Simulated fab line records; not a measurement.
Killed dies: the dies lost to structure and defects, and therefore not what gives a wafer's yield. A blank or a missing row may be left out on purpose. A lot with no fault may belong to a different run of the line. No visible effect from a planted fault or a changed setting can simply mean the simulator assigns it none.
Chamber matching -- flow nand-harc -- rie-diel-13 running NHARC_A_SLIT_DESCUM_14: 4 sister chambers
The step chemistry O2, time 3 s. 24 wafers are shown with their chamber, then 12 later ones without.

## WAFERS PAIRED WITH THEIR CHAMBERS
wafer,chamber,showerhead-plenum-p-Torr (Torr),drypump-motor-current-A (A),oes-product-au (a.u.)
L074.1,0,1.96,5.4,0.986
L074.2,1,2.05,6.3,1.006
L074.5,0,1.96,5.4,0.989
L075.2,3,1.81,6.2,0.981
L075.3,2,2.05,5.5,0.999
L075.5,1,2.05,6.3,0.998
L076.2,3,1.81,6.2,0.974
L076.4,1,2.05,6.3,0.996
L076.5,1,2.05,6.3,1.000
L081.1,0,1.96,5.4,0.972
L081.2,1,2.05,6.3,0.999
L081.4,2,2.04,5.4,0.991
L079.2,3,1.80,6.2,0.982
L079.3,2,2.04,5.4,0.987
L079.6,3,1.80,6.2,0.984
L083.1,1,2.05,6.3,1.003
L083.3,2,2.04,5.5,1.007
L083.5,0,1.96,5.4,0.979
L086.1,3,1.80,6.1,0.987
L086.4,2,2.04,5.5,1.005
L086.6,3,1.80,6.1,0.998
L088.2,3,1.80,6.1,0.994
L088.3,0,1.96,5.4,0.981
L088.6,0,1.96,5.4,0.979

SIGNATURES (means of the wafers above)
reading,chamber 0,chamber 1,chamber 2,chamber 3,scatter within a chamber
showerhead-plenum-p-Torr,1.9600,2.0500,2.0420,1.8029,0.00334
drypump-motor-current-A,5.400,6.300,5.460,6.157,0.0382
oes-product-au,0.98100,1.00033,0.99780,0.98571,0.00686
Rule: a wafer's distance from a chamber is the root of the sum, over the readings, of the square of ((its reading less the chamber's mean) divided by the reading's scatter). The wafer belongs to the nearest chamber; if the next one is less than 2 further off, it can't be placed. How the scatter is found: for the shown wafers, subtract from each reading the mean of its chamber, square and add these, divide the total by (wafers less chambers), then take the root.

## WAFERS WITHOUT THEIR CHAMBER
wafer,showerhead-plenum-p-Torr (Torr),drypump-motor-current-A (A),oes-product-au (a.u.)
L091.1,1.96,5.4,0.985
L091.4,1.80,6.2,0.992
L091.6,1.80,6.2,0.995
L092.1,2.04,5.4,1.006
L092.3,1.80,6.2,0.987
L092.4,2.05,6.3,0.992
L096.2,2.04,5.5,1.005
L096.4,1.96,5.4,0.981
L096.5,1.96,5.4,0.982
L097.2,1.96,5.4,0.979
L097.4,1.80,6.2,0.994
L097.6,1.80,6.2,0.997

## WHICH CHAMBER EACH WENT THROUGH
wafer,from the rows above,in truth
L091.1,0,0
L091.4,3,3
L091.6,3,3
L092.1,2,2
L092.3,3,3
L092.4,1,1
L096.2,2,2
L096.4,0,0
L096.5,0,0
L097.2,0,0
L097.4,3,3
L097.6,3,3
Correctly placed: 12 of 12. Can't be placed from these rows: 0. 0 placed wrongly.
